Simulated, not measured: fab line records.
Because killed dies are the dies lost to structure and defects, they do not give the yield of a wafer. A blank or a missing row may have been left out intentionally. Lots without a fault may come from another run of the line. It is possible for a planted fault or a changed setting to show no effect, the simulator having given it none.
The tool behind it: which one? / flow nand-harc / 24 lots, 72 wafers sampled, at 6 steps of a route of 1302

## WHAT THE GAUGES READ, wafer by wafer
NHARC_A_CHANNEL_HOLE_D1_INSPECT_12. Usual: raw-defect-count 5.2, standard deviation 2.5.
lot=L074; measured=day 8 15:47; on=defect-inspect-01; raw-defect-count=5 2 9; flag=
lot=L075; measured=day 8 20:20; on=defect-inspect-02; raw-defect-count=4 6 4; flag=
lot=L076; measured=day 9 09:24; on=defect-inspect-02; raw-defect-count=4 4 2; flag=
lot=L077; measured=day 10 00:41; on=defect-inspect-01; raw-defect-count=6 8 4; flag=
lot=L078; measured=day 10 06:35; on=defect-inspect-02; raw-defect-count=6 2 6; flag=
lot=L079; measured=day 10 15:47; on=defect-inspect-02; raw-defect-count=4 5 5; flag=
lot=L081; measured=day 10 23:59; on=defect-inspect-02; raw-defect-count=4 2 5; flag=
lot=L080; measured=day 11 00:17; on=defect-inspect-02; raw-defect-count=4 4 6; flag=
lot=L082; measured=day 11 21:06; on=defect-inspect-01; raw-defect-count=4 6 6; flag=
lot=L084; measured=day 12 09:59; on=defect-inspect-02; raw-defect-count=3 3 2; flag=
lot=L083; measured=day 12 11:31; on=defect-inspect-01; raw-defect-count=10 9 8; flag=
lot=L085; measured=day 12 22:52; on=defect-inspect-01; raw-defect-count=6 7 4; flag=
lot=L086; measured=day 13 13:08; on=defect-inspect-02; raw-defect-count=13 11 5; flag=
lot=L088; measured=day 14 11:20; on=defect-inspect-01; raw-defect-count=8 2 3; flag=
lot=L087; measured=day 14 12:46; on=defect-inspect-02; raw-defect-count=10 3 1; flag=
lot=L089; measured=day 15 08:05; on=defect-inspect-02; raw-defect-count=6 3 3; flag=
lot=L090; measured=day 15 08:22; on=defect-inspect-02; raw-defect-count=3 3 7; flag=
lot=L091; measured=day 15 16:01; on=defect-inspect-01; raw-defect-count=3 3 9; flag=
lot=L092; measured=day 16 08:35; on=defect-inspect-02; raw-defect-count=4 8 8; flag=
lot=L093; measured=day 16 15:17; on=defect-inspect-02; raw-defect-count=2 5 3; flag=
lot=L094; measured=day 17 00:30; on=defect-inspect-02; raw-defect-count=6 6 9; flag=
lot=L095; measured=day 17 06:04; on=defect-inspect-02; raw-defect-count=3 8 3; flag=
lot=L096; measured=day 17 06:14; on=defect-inspect-02; raw-defect-count=3 7 10; flag=
lot=L097; measured=day 17 22:16; on=defect-inspect-02; raw-defect-count=6 6 3; flag=

NHARC_A_CHANNEL_HOLE_D1_CD_MEAS_18. Usual: cd-nm 101.1 nm, standard deviation 1.7.
lot=L074; measured=day 8 17:10; on=cd-sem-03; cd-nm (nm)=104.3 99.2 102.3; flag=
lot=L075; measured=day 8 21:29; on=cd-sem-02; cd-nm (nm)=99.6 99.2 98.5; flag=
lot=L076; measured=day 9 10:36; on=cd-sem-03; cd-nm (nm)=100.1 100.4 100.8; flag=
lot=L077; measured=day 10 01:51; on=cd-sem-02; cd-nm (nm)=101.7 103.7 103.0; flag=
lot=L078; measured=day 10 08:03; on=cd-sem-03; cd-nm (nm)=101.6 102.3 102.1; flag=
lot=L079; measured=day 10 17:00; on=cd-sem-01; cd-nm (nm)=101.1 102.4 100.5; flag=
lot=L081; measured=day 11 01:09; on=cd-sem-02; cd-nm (nm)=101.0 102.3 102.9; flag=
lot=L080; measured=day 11 01:34; on=cd-sem-03; cd-nm (nm)=99.9 102.1 100.8; flag=
lot=L082; measured=day 11 22:17; on=cd-sem-03; cd-nm (nm)=102.5 101.0 100.3; flag=
lot=L084; measured=day 12 11:11; on=cd-sem-03; cd-nm (nm)=98.1 98.7 98.9; flag=
lot=L083; measured=day 12 12:43; on=cd-sem-03; cd-nm (nm)=102.5 102.5 103.5; flag=
lot=L085; measured=day 13 00:02; on=cd-sem-01; cd-nm (nm)=102.1 100.4 99.6; flag=
lot=L086; measured=day 13 14:18; on=cd-sem-01; cd-nm (nm)=104.0 101.2 100.1; flag=
lot=L088; measured=day 14 12:29; on=cd-sem-01; cd-nm (nm)=99.6 102.5 102.7; flag=
lot=L087; measured=day 14 14:12; on=cd-sem-03; cd-nm (nm)=97.8 101.0 97.5; flag=
lot=L089; measured=day 15 09:16; on=cd-sem-01; cd-nm (nm)=101.8 101.1 104.5; flag=
lot=L090; measured=day 15 09:45; on=cd-sem-03; cd-nm (nm)=101.7 101.7 99.8; flag=
lot=L091; measured=day 15 17:11; on=cd-sem-03; cd-nm (nm)=101.5 100.6 100.9; flag=
lot=L092; measured=day 16 09:46; on=cd-sem-01; cd-nm (nm)=101.9 101.6 100.8; flag=
lot=L093; measured=day 16 16:28; on=cd-sem-02; cd-nm (nm)=102.0 103.2 101.1; flag=
lot=L094; measured=day 17 01:40; on=cd-sem-03; cd-nm (nm)=100.6 101.9 103.2; flag=
lot=L095; measured=day 17 07:14; on=cd-sem-02; cd-nm (nm)=100.7 100.2 99.9; flag=
lot=L096; measured=day 17 07:24; on=cd-sem-02; cd-nm (nm)=102.6 100.7 104.7; flag=
lot=L097; measured=day 17 23:26; on=cd-sem-01; cd-nm (nm)=100.6 100.1 100.3; flag=

NHARC_A_CHANNEL_HOLE_D2_CD_MEAS_10: the cd target is 100 nm. Usual: cd-nm 100.1 nm, standard deviation 0.56.
lot=L074; measured=day 13 09:13; on=cd-sem-02; cd-nm (nm)=100.3 100.8 100.7; flag=
lot=L075; measured=day 13 09:31; on=cd-sem-01; cd-nm (nm)=100.1 100.0 99.5; flag=
lot=L076; measured=day 14 09:17; on=cd-sem-01; cd-nm (nm)=100.0 99.3 99.3; flag=
lot=L077; measured=day 14 15:12; on=cd-sem-01; cd-nm (nm)=99.3 99.7 100.8; flag=
lot=L078; measured=day 15 02:13; on=cd-sem-01; cd-nm (nm)=100.1 100.5 101.0; flag=
lot=L079; measured=day 15 09:59; on=cd-sem-01; cd-nm (nm)=100.0 100.7 100.8; flag=
lot=L081; measured=day 15 10:22; on=cd-sem-01; cd-nm (nm)=99.9 100.4 100.8; flag=
lot=L080; measured=day 15 10:12; on=cd-sem-01; cd-nm (nm)=100.9 101.4 100.2; flag=
lot=L082; measured=day 16 12:44; on=cd-sem-03; cd-nm (nm)=100.2 100.0 100.1; flag=
lot=L084; measured=day 17 09:20; on=cd-sem-02; cd-nm (nm)=100.0 101.1 100.1; flag=
lot=L083; measured=day 17 09:11; on=cd-sem-02; cd-nm (nm)=100.0 100.7 100.4; flag=
lot=L085; measured=day 17 09:29; on=cd-sem-01; cd-nm (nm)=100.0 99.9 100.3; flag=
lot=L086; measured=day 18 00:31; on=cd-sem-01; cd-nm (nm)=100.2 99.7 100.3; flag=
lot=L088; measured=day 19 07:27; on=cd-sem-01; cd-nm (nm)=99.3 99.7 100.4; flag=
lot=L087; measured=day 19 05:46; on=cd-sem-02; cd-nm (nm)=101.1 99.7 99.6; flag=
lot=L089; measured=day 19 20:18; on=cd-sem-01; cd-nm (nm)=98.9 99.3 98.1; flag=
lot=L090; measured=day 19 20:44; on=cd-sem-03; cd-nm (nm)=100.3 100.2 99.7; flag=
lot=L091; measured=day 20 10:06; on=cd-sem-03; cd-nm (nm)=100.8 100.8 100.5; flag=
lot=L092; measured=day 21 06:16; on=cd-sem-01; cd-nm (nm)=101.0 100.4 100.3; flag=
lot=L093; measured=day 21 07:09; on=cd-sem-01; cd-nm (nm)=99.9 100.0 100.0; flag=
lot=L094; measured=day 22 01:05; on=cd-sem-01; cd-nm (nm)=99.4 99.6 100.4; flag=
lot=L095; measured=day 22 02:01; on=cd-sem-03; cd-nm (nm)=99.8 100.4 99.7; flag=
lot=L096; measured=day 22 14:25; on=cd-sem-01; cd-nm (nm)=100.4 100.8 100.2; flag=
lot=L097; measured=day 22 12:29; on=cd-sem-02; cd-nm (nm)=100.0 100.0 100.3; flag=

NHARC_A_CHANNEL_HOLE_D2_INSPECT_12. Usual: raw-defect-count 35, standard deviation 24.
lot=L074; measured=day 13 09:20; on=defect-inspect-01; raw-defect-count=46 43 52; flag=
lot=L075; measured=day 13 09:38; on=defect-inspect-02; raw-defect-count=10 3 3; flag=
lot=L076; measured=day 14 09:24; on=defect-inspect-02; raw-defect-count=59 47 56; flag=
lot=L077; measured=day 14 15:20; on=defect-inspect-01; raw-defect-count=3 3 6; flag=
lot=L078; measured=day 15 02:20; on=defect-inspect-01; raw-defect-count=56 54 67; flag=
lot=L079; measured=day 15 10:07; on=defect-inspect-02; raw-defect-count=5 4 4; flag=
lot=L081; measured=day 15 10:29; on=defect-inspect-02; raw-defect-count=51 48 47; flag=
lot=L080; measured=day 15 10:20; on=defect-inspect-02; raw-defect-count=4 4 11; flag=
lot=L082; measured=day 16 12:51; on=defect-inspect-01; raw-defect-count=56 59 52; flag=
lot=L084; measured=day 17 09:28; on=defect-inspect-02; raw-defect-count=56 57 52; flag=
lot=L083; measured=day 17 09:19; on=defect-inspect-02; raw-defect-count=52 57 39; flag=
lot=L085; measured=day 17 09:37; on=defect-inspect-02; raw-defect-count=13 12 8; flag=
lot=L086; measured=day 18 00:38; on=defect-inspect-01; raw-defect-count=55 62 51; flag=
lot=L088; measured=day 19 07:34; on=defect-inspect-02; raw-defect-count=47 55 42; flag=
lot=L087; measured=day 19 05:53; on=defect-inspect-02; raw-defect-count=12 14 14; flag=
lot=L089; measured=day 19 20:25; on=defect-inspect-01; raw-defect-count=17 17 8; flag=
lot=L090; measured=day 19 20:52; on=defect-inspect-01; raw-defect-count=60 54 52; flag=
lot=L091; measured=day 20 10:13; on=defect-inspect-01; raw-defect-count=54 50 56; flag=
lot=L092; measured=day 21 06:23; on=defect-inspect-01; raw-defect-count=45 55 47; flag=
lot=L093; measured=day 21 07:17; on=defect-inspect-02; raw-defect-count=64 73 58; flag=
lot=L094; measured=day 22 01:12; on=defect-inspect-02; raw-defect-count=31 25 26; flag=
lot=L095; measured=day 22 02:09; on=defect-inspect-01; raw-defect-count=25 22 14; flag=
lot=L096; measured=day 22 14:32; on=defect-inspect-01; raw-defect-count=7 4 9; flag=
lot=L097; measured=day 22 12:37; on=defect-inspect-02; raw-defect-count=2 4 5; flag=

NHARC_A_CHANNEL_HOLE_D2_CD_MEAS_31. Usual: cd-nm 90.2 nm, standard deviation 1.3.
lot=L074; measured=day 13 16:07; on=cd-sem-03; cd-nm (nm)=91.4 92.0 91.5; flag=
lot=L075; measured=day 13 16:25; on=cd-sem-01; cd-nm (nm)=88.3 89.8 89.8; flag=
lot=L076; measured=day 14 16:10; on=cd-sem-03; cd-nm (nm)=88.0 91.2 90.0; flag=
lot=L077; measured=day 15 00:29; on=cd-sem-01; cd-nm (nm)=90.7 89.9 88.8; flag=
lot=L078; measured=day 15 09:05; on=cd-sem-03; cd-nm (nm)=90.5 90.2 89.9; flag=
lot=L079; measured=day 15 18:59; on=cd-sem-02; cd-nm (nm)=88.8 93.0 92.2; flag=
lot=L081; measured=day 15 23:08; on=cd-sem-02; cd-nm (nm)=90.2 91.5 90.7; flag=
lot=L080; measured=day 15 19:30; on=cd-sem-01; cd-nm (nm)=91.0 92.3 90.1; flag=
lot=L082; measured=day 16 19:41; on=cd-sem-01; cd-nm (nm)=89.8 90.0 90.5; flag=
lot=L084; measured=day 17 23:35; on=cd-sem-03; cd-nm (nm)=90.0 90.8 90.0; flag=
lot=L083; measured=day 17 19:53; on=cd-sem-02; cd-nm (nm)=92.6 94.1 90.3; flag=
lot=L085; measured=day 18 00:03; on=cd-sem-01; cd-nm (nm)=88.1 90.5 90.4; flag=
lot=L086; measured=day 18 07:24; on=cd-sem-02; cd-nm (nm)=91.6 89.7 90.8; flag=
lot=L088; measured=day 19 16:35; on=cd-sem-02; cd-nm (nm)=90.4 88.5 91.3; flag=
lot=L087; measured=day 19 13:03; on=cd-sem-03; cd-nm (nm)=91.5 89.6 91.3; flag=
lot=L089; measured=day 20 04:33; on=cd-sem-01; cd-nm (nm)=90.5 89.4 90.0; flag=
lot=L090; measured=day 20 06:59; on=cd-sem-03; cd-nm (nm)=90.4 88.6 87.3; flag=
lot=L091; measured=day 20 16:58; on=cd-sem-01; cd-nm (nm)=89.2 91.8 87.4; flag=
lot=L092; measured=day 21 13:08; on=cd-sem-01; cd-nm (nm)=89.2 88.4 91.1; flag=
lot=L093; measured=day 21 14:02; on=cd-sem-03; cd-nm (nm)=91.2 90.7 89.5; flag=
lot=L094; measured=day 22 10:38; on=cd-sem-03; cd-nm (nm)=89.3 90.2 90.2; flag=
lot=L095; measured=day 22 11:21; on=cd-sem-02; cd-nm (nm)=88.9 89.2 89.6; flag=
lot=L096; measured=day 22 22:19; on=cd-sem-03; cd-nm (nm)=89.9 93.1 89.7; flag=
lot=L097; measured=day 22 19:23; on=cd-sem-02; cd-nm (nm)=88.0 90.4 89.2; flag=

## WHAT TOOL EACH LOT RAN ON (gives the tool, then ch and the chambers of the sampled wafers, and finally the start)
lot=L074; NHARC_A_CHANNEL_HOLE_D2_ETCH_23=har-etch-02 ch 0,1, day 13 12:08
lot=L075; NHARC_A_CHANNEL_HOLE_D2_ETCH_23=har-etch-01 ch 0,1, day 13 12:26
lot=L076; NHARC_A_CHANNEL_HOLE_D2_ETCH_23=har-etch-01 ch 0,1, day 14 12:26
lot=L077; NHARC_A_CHANNEL_HOLE_D2_ETCH_23=har-etch-01 ch 1, day 14 20:31
lot=L078; NHARC_A_CHANNEL_HOLE_D2_ETCH_23=har-etch-02 ch 0,1, day 15 05:00
lot=L079; NHARC_A_CHANNEL_HOLE_D2_ETCH_23=har-etch-01 ch 0,1, day 15 15:02
lot=L081; NHARC_A_CHANNEL_HOLE_D2_ETCH_23=har-etch-01 ch 0,1, day 15 19:04
lot=L080; NHARC_A_CHANNEL_HOLE_D2_ETCH_23=har-etch-02 ch 0,1, day 15 15:32
lot=L082; NHARC_A_CHANNEL_HOLE_D2_ETCH_23=har-etch-01 ch 0,1, day 16 15:43
lot=L084; NHARC_A_CHANNEL_HOLE_D2_ETCH_23=har-etch-02 ch 0,1, day 17 19:25
lot=L083; NHARC_A_CHANNEL_HOLE_D2_ETCH_23=har-etch-01 ch 0,1, day 17 15:59
lot=L085; NHARC_A_CHANNEL_HOLE_D2_ETCH_23=har-etch-01 ch 0,1, day 17 19:55
lot=L086; NHARC_A_CHANNEL_HOLE_D2_ETCH_23=har-etch-01 ch 0,1, day 18 03:19
lot=L088; NHARC_A_CHANNEL_HOLE_D2_ETCH_23=har-etch-02 ch 0,1, day 19 12:22
lot=L087; NHARC_A_CHANNEL_HOLE_D2_ETCH_23=har-etch-01 ch 0,1, day 19 09:04
lot=L089; NHARC_A_CHANNEL_HOLE_D2_ETCH_23=har-etch-02 ch 0,1, day 20 00:41
lot=L090; NHARC_A_CHANNEL_HOLE_D2_ETCH_23=har-etch-01 ch 0,1, day 20 02:44
lot=L091; NHARC_A_CHANNEL_HOLE_D2_ETCH_23=har-etch-01 ch 0,1, day 20 12:54
lot=L092; NHARC_A_CHANNEL_HOLE_D2_ETCH_23=har-etch-02 ch 0,1, day 21 09:04
lot=L093; NHARC_A_CHANNEL_HOLE_D2_ETCH_23=har-etch-01 ch 0,1, day 21 09:58
lot=L094; NHARC_A_CHANNEL_HOLE_D2_ETCH_23=har-etch-02 ch 0,1, day 22 06:32
lot=L095; NHARC_A_CHANNEL_HOLE_D2_ETCH_23=har-etch-01 ch 0,1, day 22 07:07
lot=L096; NHARC_A_CHANNEL_HOLE_D2_ETCH_23=har-etch-02 ch 0,1, day 22 18:13
lot=L097; NHARC_A_CHANNEL_HOLE_D2_ETCH_23=har-etch-01 ch 0,1, day 22 15:17
- NHARC_A_CHANNEL_HOLE_D2_ETCH_23: etches the open film in C4F8/O2/Ar, time 819 s, target depth 1600 nm.

## AS READ BY THE TOOLS THEMSELVES (means over the sampled wafers that have a number; for cases with no such wafer, the mark the record gives instead)
NHARC_A_CHANNEL_HOLE_D2_ETCH_23. Usual: chamber-pressure-mTorr 20.000 mTorr, standard deviation 0.019; drypump-motor-current-A 5.80 A, standard deviation 0.11; showerhead-plenum-p-Torr 3.70 Torr, standard deviation 0.13; throttle-valve-pct 32.155 %, standard deviation 0.0093.
lot=L074; tool=har-etch-02; chamber-pressure-mTorr (mTorr)=20.003; drypump-motor-current-A (A)=5.88; showerhead-plenum-p-Torr (Torr)=3.51; throttle-valve-pct (%)=32.150; flag=
lot=L075; tool=har-etch-01; chamber-pressure-mTorr (mTorr)=20.003; drypump-motor-current-A (A)=5.74; showerhead-plenum-p-Torr (Torr)=3.69; throttle-valve-pct (%)=32.152; flag=
lot=L076; tool=har-etch-01; chamber-pressure-mTorr (mTorr)=19.997; drypump-motor-current-A (A)=5.71; showerhead-plenum-p-Torr (Torr)=3.68; throttle-valve-pct (%)=32.156; flag=
lot=L077; tool=har-etch-01; chamber-pressure-mTorr (mTorr)=19.994; drypump-motor-current-A (A)=5.67; showerhead-plenum-p-Torr (Torr)=3.67; throttle-valve-pct (%)=32.150; flag=
lot=L078; tool=har-etch-02; chamber-pressure-mTorr (mTorr)=19.999; drypump-motor-current-A (A)=5.94; showerhead-plenum-p-Torr (Torr)=3.49; throttle-valve-pct (%)=32.167; flag=
lot=L079; tool=har-etch-01; chamber-pressure-mTorr (mTorr)=19.986; drypump-motor-current-A (A)=5.73; showerhead-plenum-p-Torr (Torr)=3.67; throttle-valve-pct (%)=32.163; flag=
lot=L081; tool=har-etch-01; chamber-pressure-mTorr (mTorr)=20.015; drypump-motor-current-A (A)=5.70; showerhead-plenum-p-Torr (Torr)=3.67; throttle-valve-pct (%)=32.151; flag=
lot=L080; tool=har-etch-02; chamber-pressure-mTorr (mTorr)=19.998; drypump-motor-current-A (A)=5.93; showerhead-plenum-p-Torr (Torr)=3.49; throttle-valve-pct (%)=32.154; flag=
lot=L082; tool=har-etch-01; chamber-pressure-mTorr (mTorr)=19.997; drypump-motor-current-A (A)=5.76; showerhead-plenum-p-Torr (Torr)=3.66; throttle-valve-pct (%)=32.158; flag=
lot=L084; tool=har-etch-02; chamber-pressure-mTorr (mTorr)=19.990; drypump-motor-current-A (A)=5.90; showerhead-plenum-p-Torr (Torr)=3.93; throttle-valve-pct (%)=32.169; flag=
lot=L083; tool=har-etch-01; chamber-pressure-mTorr (mTorr)=20.005; drypump-motor-current-A (A)=5.76; showerhead-plenum-p-Torr (Torr)=3.65; throttle-valve-pct (%)=32.148; flag=
lot=L085; tool=har-etch-01; chamber-pressure-mTorr (mTorr)=20.003; drypump-motor-current-A (A)=5.77; showerhead-plenum-p-Torr (Torr)=3.65; throttle-valve-pct (%)=32.165; flag=
lot=L086; tool=har-etch-01; chamber-pressure-mTorr (mTorr)=19.985; drypump-motor-current-A (A)=5.70; showerhead-plenum-p-Torr (Torr)=3.65; throttle-valve-pct (%)=32.153; flag=
lot=L088; tool=har-etch-02; chamber-pressure-mTorr (mTorr)=19.990; drypump-motor-current-A (A)=5.94; showerhead-plenum-p-Torr (Torr)=3.92; throttle-valve-pct (%)=32.152; flag=
lot=L087; tool=har-etch-01; chamber-pressure-mTorr (mTorr)=19.996; drypump-motor-current-A (A)=5.70; showerhead-plenum-p-Torr (Torr)=3.64; throttle-valve-pct (%)=32.148; flag=
lot=L089; tool=har-etch-02; chamber-pressure-mTorr (mTorr)=20.007; drypump-motor-current-A (A)=5.93; showerhead-plenum-p-Torr (Torr)=3.91; throttle-valve-pct (%)=32.154; flag=
lot=L090; tool=har-etch-01; chamber-pressure-mTorr (mTorr)=20.003; drypump-motor-current-A (A)=5.71; showerhead-plenum-p-Torr (Torr)=3.63; throttle-valve-pct (%)=32.164; flag=
lot=L091; tool=har-etch-01; chamber-pressure-mTorr (mTorr)=20.003; drypump-motor-current-A (A)=5.74; showerhead-plenum-p-Torr (Torr)=3.63; throttle-valve-pct (%)=32.157; flag=
lot=L092; tool=har-etch-02; chamber-pressure-mTorr (mTorr)=20.002; drypump-motor-current-A (A)=5.93; showerhead-plenum-p-Torr (Torr)=3.90; throttle-valve-pct (%)=32.155; flag=
lot=L093; tool=har-etch-01; chamber-pressure-mTorr (mTorr)=20.012; drypump-motor-current-A (A)=5.78; showerhead-plenum-p-Torr (Torr)=3.63; throttle-valve-pct (%)=32.147; flag=
lot=L094; tool=har-etch-02; chamber-pressure-mTorr (mTorr)=20.009; drypump-motor-current-A (A)=5.90; showerhead-plenum-p-Torr (Torr)=3.90; throttle-valve-pct (%)=32.140; flag=
lot=L095; tool=har-etch-01; chamber-pressure-mTorr (mTorr)=20.006; drypump-motor-current-A (A)=5.71; showerhead-plenum-p-Torr (Torr)=3.62; throttle-valve-pct (%)=32.154; flag=
lot=L096; tool=har-etch-02; chamber-pressure-mTorr (mTorr)=20.012; drypump-motor-current-A (A)=5.88; showerhead-plenum-p-Torr (Torr)=3.89; throttle-valve-pct (%)=32.157; flag=
lot=L097; tool=har-etch-01; chamber-pressure-mTorr (mTorr)=20.009; drypump-motor-current-A (A)=5.71; showerhead-plenum-p-Torr (Torr)=3.61; throttle-valve-pct (%)=32.153; flag=

## THE ANSWER, worked out from the rows above alone
Rule: a lot counts as off when the mean over its wafers that have a number is more than 3 standard deviations away from the usual mean. Also off: a lot with no number at a reading for which 4 or more lots have one. The other lots that the step has rows for count as sound. After the gauges, taken in route order, come the tools' own readings; for these a lot's mean is taken, as printed above. At the first step where some lot is off, the reading lying furthest off is the one used; lots without a number count as furthest.
Nothing can be told from this: no lot is off at any reading shown.

## WHAT THE SIMULATOR HAD INSERTED
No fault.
